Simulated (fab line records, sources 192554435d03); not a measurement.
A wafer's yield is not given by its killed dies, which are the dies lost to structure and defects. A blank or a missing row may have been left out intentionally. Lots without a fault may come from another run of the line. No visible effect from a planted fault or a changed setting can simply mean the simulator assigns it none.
Split-lot trial -- flow n5-finfet -- route with 1938 steps; 7 lots, 21 wafers read

## SPLIT DETAILS
At N5_BEOL_M1_PECVD_72 (deposits SiO2 from TEOS/O2, target thk 16 nm, time 18 s), the setting time-s was moved away from the recipe's 18 s on 7 of the 21 wafers read, by -15.0% to +12.2%. This setting was run at the recipe's value on the other wafers.

The split's own step is where the reading is taken.

## THE READING
SiO2_of_BEOL_M1_PECVD_72.thk-nm (the simulator's own value, which no gauge read), in nm, at N5_BEOL_M1_PECVD_72 (deposits SiO2 from TEOS/O2, target thk 16 nm, time 18 s). The file gives no usual value for it. Average 15.9 nm, standard deviation 0.28 nm, over the 14 wafers here run with the recipe.

wafer,"tool, chamber at the split","time-s as run, s",against the recipe,"SiO2_of_BEOL_M1_PECVD_72.thk-nm, nm",against lot-mates on the recipe
L074.2,"pecvd-04, 2",16.58,-7.9%,14.6,-1.4
L074.4,"pecvd-04, 2",18,recipe,16,-
L074.5,"pecvd-04, 2",16.58,-7.9%,14.8,-1.2
L075.1,"pecvd-04, 2,1",18,recipe,15.6,-
L075.2,"pecvd-04, 2,1",18,recipe,15.6,-
L075.5,"pecvd-04, 1",18,recipe,15.8,-
L079.1,"pecvd-02, 1",16.34,-9.2%,14.6,-1.2
L079.2,"pecvd-02, 0",18,recipe,15.8,-
L079.4,"pecvd-02, 1",16.34,-9.2%,14.4,-1.4
L088.1,"pecvd-02, 2,1",18,recipe,15.4,-
L088.2,"pecvd-02, 2,1",18,recipe,15.4,-
L088.6,"pecvd-02, 0",18,recipe,15.8,-
L091.1,"pecvd-04, 1",20.19,+12.2%,17.8,+1.6
L091.5,"pecvd-04, 0,2",18,recipe,16.2,-
L091.6,"pecvd-04, 0,2",18,recipe,16.2,-
L093.2,"pecvd-04, 0",19.55,+8.6%,17.4,+1.3
L093.3,"pecvd-04, 2",18,recipe,16.2,-
L093.5,"pecvd-04, 1",18,recipe,16,-
L094.1,"pecvd-04, 2",18,recipe,16.2,-
L094.2,"pecvd-04, 0",18,recipe,16,-
L094.5,"pecvd-04, 1",15.3,-15.0%,14,-2.1
The file does not say which wafer passed through which chamber wherever a row lists several chambers: such a row stands for several wafers.

THE FIT
A straight line over all 21 wafers: SiO2_of_BEOL_M1_PECVD_72.thk-nm changes by +0.148 nm for each +1% of time-s; r = +0.96; the points scatter about the line by 0.26 nm.
The same after taking each lot's own level away (the mean of its wafers on the recipe; 21 wafers): +0.143 nm for each +1%; r = +0.99; scatter 0.12 nm.
That fit puts the effect of the largest move of time-s on the reading at 2.1 nm.
From 15.53 to 16.20 nm: that is the span of the lots' own levels, equal to 2.4 times the standard deviation above.
The two slopes are in agreement: the lot-to-lot level therefore moves the slope only a little.
Check: -2.19 nm against its lot-mates is what the line predicts for one of the wafers moved furthest among these (-15.0%) when that wafer is left out of the fit. Against them it came out at -2.1 nm.

## THE OTHER SPLITS THESE WAFERS WENT THROUGH
These wafers also went through other splits before the reading. Each is held against what the fit with the lots' levels taken away leaves over:
other split on the same wafers,wafers away from the commonest value,r with SiO2_of_BEOL_M1_PECVD_72.thk-nm (lot level and that fit taken away)
N5_MOL_CONTACT_COAG_ETCH_106 source-w,10,-0.20
N5_MOL_CONTACT_COAG_ETCH_15 source-w,10,-0.02
N5_MOL_CONTACT_COAG_ALD_27 time-s,8,-0.18
N5_MOL_CONTACT_COAG_PECVD_31 temp-c,6,-0.07
N5_BEOL_M0_SAQP_COAT_08 spin-rpm,8,-0.02
N5_BEOL_M0_TRENCH_ETCH_107 target-depth-a,7,+0.02

## FILE'S OWN FIT
SiO2_of_BEOL_M1_PECVD_72.thk-nm changes by +0.142 nm for each +1% of time-s, r = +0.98.
